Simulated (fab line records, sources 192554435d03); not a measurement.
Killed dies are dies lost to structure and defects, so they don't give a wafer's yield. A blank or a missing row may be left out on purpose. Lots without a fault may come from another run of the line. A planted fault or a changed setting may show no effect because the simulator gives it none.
Which tool did it? | flow n5_finfet | 12 lots, 36 wafers sampled, at 1 step of a route of 1938

WHAT THE GAUGES READ, wafer by wafer
N5_BEOL_M9_INSPECT_58: inspects for defects (darkfield).
lot  | measured     | on                | raw_defect_count
L075 | day 10 12:56 | defect_inspect-02 | 62 70 56
L077 | day 12 14:28 | defect_inspect-02 | 58 97 71
L083 | day 13 02:08 | defect_inspect-02 | 58 46 71
L081 | day 13 12:20 | defect_inspect-02 | 134 84 72
L082 | day 13 21:05 | defect_inspect-02 | 58 50 49
L086 | day 14 14:32 | defect_inspect-01 | 90 60 64
L088 | day 14 21:13 | defect_inspect-01 | 109 128 146
L091 | day 15 10:01 | defect_inspect-02 | 103 109 94
L093 | day 16 04:35 | defect_inspect-02 | 39 56 42
L094 | day 16 14:53 | defect_inspect-02 | 125 96 96
L095 | day 16 20:22 | defect_inspect-02 | 86 96 111
L097 | day 17 14:54 | defect_inspect-02 | 113 72 103

WHICH TOOL RAN EACH LOT (tool, then ch and the chambers of the sampled wafers, then the start)
The record holds no process step before these readings.

THE ANSWER, worked out from the rows above alone
Rule: what is usual is taken from the lots themselves. Put in order of their means at a reading, lots are off if they are a third of the lots or fewer, leave a main group of 4 or more, and stand apart from it by a gap of 3 or more times the standard deviation of the main group's means; of several such gaps the widest counts. A main group whose means are all the same, to the digits that the tables above print for the reading, isn't used. A lot without any number at a reading at which 4 lots or more have one is off too. The other lots that the step has rows for count as sound.
No lot is off at any reading shown: from this, nothing can be told.

WHAT THE SIMULATOR HAD PUT IN
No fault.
